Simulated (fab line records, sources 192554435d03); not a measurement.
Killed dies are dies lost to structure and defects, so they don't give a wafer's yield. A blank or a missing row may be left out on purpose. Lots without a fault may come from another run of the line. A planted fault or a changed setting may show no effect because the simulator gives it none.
Chamber matching | flow n5_finfet | N5_MOL_CONTACT_COAG_ETCH_105 on rie_diel-04: 4 sister chambers
The step etches SiARC in CF4, target depth 15.6 nm, time 26 s. 8 wafers are shown with their chamber, then 10 later ones without.

WAFERS WITH THEIR CHAMBER
wafer  | chamber | throttle_valve_pct (%) | showerhead_plenum_p_Torr (Torr)
L074.3 | 3       | 15.64                  | 2.20
L083.5 | 1       | 15.19                  | 2.18
L085.3 | 1       | 15.20                  | 2.18
L085.6 | 2       | 15.70                  | 2.16
L087.1 | 2       | 15.73                  | 2.16
L087.2 | 3       | 15.18                  | 2.19
L088.2 | 0       | 15.50                  | 2.18
L088.5 | 0       | 15.51                  | 2.18

WAFERS WITHOUT THEIR CHAMBER
wafer  | throttle_valve_pct (%) | showerhead_plenum_p_Torr (Torr)
L088.6 | 15.20                  | 2.19
L092.2 | 15.75                  | 2.16
L092.4 | 15.23                  | 2.18
L092.5 | 15.73                  | 2.16
L093.1 | 15.51                  | 2.18
L093.5 | 15.51                  | 2.18
L093.6 | 15.22                  | 2.18
L094.1 | 15.23                  | 2.18
L094.3 | 15.76                  | 2.16
L094.4 | 15.53                  | 2.18

WHICH CHAMBER EACH WENT THROUGH
wafer  | from the rows above          | in truth
L088.6 | can't be placed: 3 or 1 or 0 | 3
L092.2 | 2                            | 2
L092.4 | can't be placed: 1 or 0      | 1
L092.5 | 2                            | 2
L093.1 | can't be placed: 0 or 1      | 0
L093.5 | can't be placed: 0 or 1      | 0
L093.6 | can't be placed: 1 or 0      | 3
L094.1 | can't be placed: 1 or 0      | 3
L094.3 | 2                            | 2
L094.4 | can't be placed: 0 or 1      | 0
Placed correctly: 3 of 10. Can't be placed from these rows: 7 (the true chamber is among the candidates in 5). Placed wrongly: 0.
How it was worked out, from the rows above alone: a wafer's distance from a chamber is the root of the sum, over the readings, of the square of ((its reading less the chamber's mean) divided by the reading's scatter). The wafer belongs to the nearest chamber; if the next one is less than 2 further off, it can't be placed. A chamber's mean is the mean of its shown wafers. The scatter: the root of (the sum of the squares of (reading less its chamber's mean) over the shown wafers, divided by (wafers less chambers)).
